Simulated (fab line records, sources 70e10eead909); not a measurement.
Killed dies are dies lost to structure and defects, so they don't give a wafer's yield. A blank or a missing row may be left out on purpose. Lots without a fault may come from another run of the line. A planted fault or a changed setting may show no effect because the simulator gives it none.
A struck lot beside a sound one | flow nand_harc | 15 steps out of a route of 1159
Sound: wafers L895.2, L895.5, L895.6. Struck: wafers L897.3, L897.4, L897.6. The cause comes at the end.
At each step with rows: each side's tool, then ch and its chambers, then its first start. Under that, the readings that differ: sound wafers | struck wafers | difference of the means | sigmas: that difference in standard deviations of wafers without a fault.
alike: readings whose means differ by less than 2 such deviations, and words and numbers that are the same on both sides. not compared: withheld readings, readings that some wafer has no value for, bounds like >300 that may hide the same value, and numbers for which the record gives no deviation and whose values overlap.
The two part at a step that has a row with sigmas, a row that says differs or no value, or rows on one side only. Numbers that don't overlap but have no deviation are shown without sigmas and don't part them. A reading that every wafer of one side lacks parts them only if that side has two wafers or more.

NHARC_P_BONDPAD_OVL_MEAS_38:
  sound on overlay-02, day 10 16:29; struck on overlay-02, day 10 19:58
  reading           | sound | struck      | difference | sigmas
  overlay_y_nm (nm) | 4 4 4 | -10 -10 -10 | -14        | -3
  alike: overlay_x_nm
then, 1 step without rows for these wafers: NHARC_P_BONDPAD_HARDBAKE_10 (time 65 s).
NHARC_P_BONDPAD_DESCUM_11: chemistry O2, time 3 s.
  sound on rie_diel-01 ch 1,2,3, day 10 16:41; struck on rie_diel-11 ch 0,1, day 10 20:07
  reading               | sound             | struck            | difference | sigmas
  oes_product_au (a.u.) | 1.017 1.020 1.026 | 0.981 0.997 0.975 | -0.037     | -3
  alike: drypump_motor_current_A, rf_vpp_V, showerhead_plenum_p_Torr, throttle_valve_pct
  not compared: rf_hours_counter_h
NHARC_P_BONDPAD_ETCH_37: etches the open film in N2/H2, target depth 60 nm, overetch 18 nm, time 65.91 s.
  sound on rie_diel-01 ch 1,2,3, day 10 16:46; struck on rie_diel-11 ch 0,1,3, day 10 20:12
  alike: drypump_motor_current_A, h2_flow_sccm, n2_flow_sccm, oes_product_au, rf_vpp_V, showerhead_plenum_p_Torr, throttle_valve_pct
  not compared: rf_hours_counter_h
then, 1 step without rows for these wafers: NHARC_P_BONDPAD_ETCH_12 (etches the open film in CHF3/O2, target depth 200 nm, time 100 s).
NHARC_P_BONDPAD_CD_MEAS_13:
  sound on cd_sem-03, day 10 17:02; struck on cd_sem-02, day 10 20:27
  alike: cd_nm
NHARC_P_BONDPAD_STRIP_15: strips in O2.
  sound on rie_diel-11 ch 0,3, day 10 17:07; struck on rie_diel-09 ch 1,2, day 10 20:31
  alike: drypump_motor_current_A, oes_product_au, rf_vpp_V, showerhead_plenum_p_Torr, throttle_valve_pct
  not compared: rf_hours_counter_h
then, 2 steps without rows for these wafers: NHARC_P_BONDPAD_ETCH_24 (etches the open film in CF4/N2, target depth 30 nm, time 72.99 s); NHARC_P_BONDPAD_STRIP_16 (strips in post etch residue remover, time 600 s).
NHARC_P_BONDPAD_DEGAS_25: time 60 s.
  sound on pvd_sputter-01, day 10 17:47; struck on pvd_sputter-03, day 10 21:05
  alike: heater_power_w
then, 1 step without rows for these wafers: NHARC_P_BONDPAD_PRE_CLEAN_26 (time 30 s).
NHARC_P_BONDPAD_PVD_17: deposits TaN, target thk 5 nm, time 8.06 s.
  sound on pvd_sputter-01; struck on pvd_sputter-03
  alike: bias_v, cathode_dc_power_W, throttle_valve_pct
NHARC_P_BONDPAD_PVD_27: deposits Cu, target thk 30 nm, time 20.49 s.
  sound on pvd_sputter-01, day 10 18:01; struck on pvd_sputter-03, day 10 21:19
  no value came back on the struck wafers for cathode_dc_power_W (W), chamber_pressure_pa (Pa), throttle_valve_pct (%); on the sound wafers cathode_dc_power_W (W) reads 5000.6 5000.2 5000.5
then, 1 step without rows for these wafers: NHARC_P_BONDPAD_ECD_18 (material Cu, target thk 400 nm).
-- the record jumps here: 14 days lie between the struck wafers' starts before and after (it left off in module P_BONDPAD and takes up again in module END, whose first step shown is number 1159 of the route) --
NHARC_END_SORT_01:
  the record has rows for the struck wafers here (prober-02 ch 0, day 24 19:40) and none for the sound ones

WHERE THEY PART
First at NHARC_P_BONDPAD_OVL_MEAS_38; last, within this record, at NHARC_END_SORT_01.

WHY: what the simulator had put in
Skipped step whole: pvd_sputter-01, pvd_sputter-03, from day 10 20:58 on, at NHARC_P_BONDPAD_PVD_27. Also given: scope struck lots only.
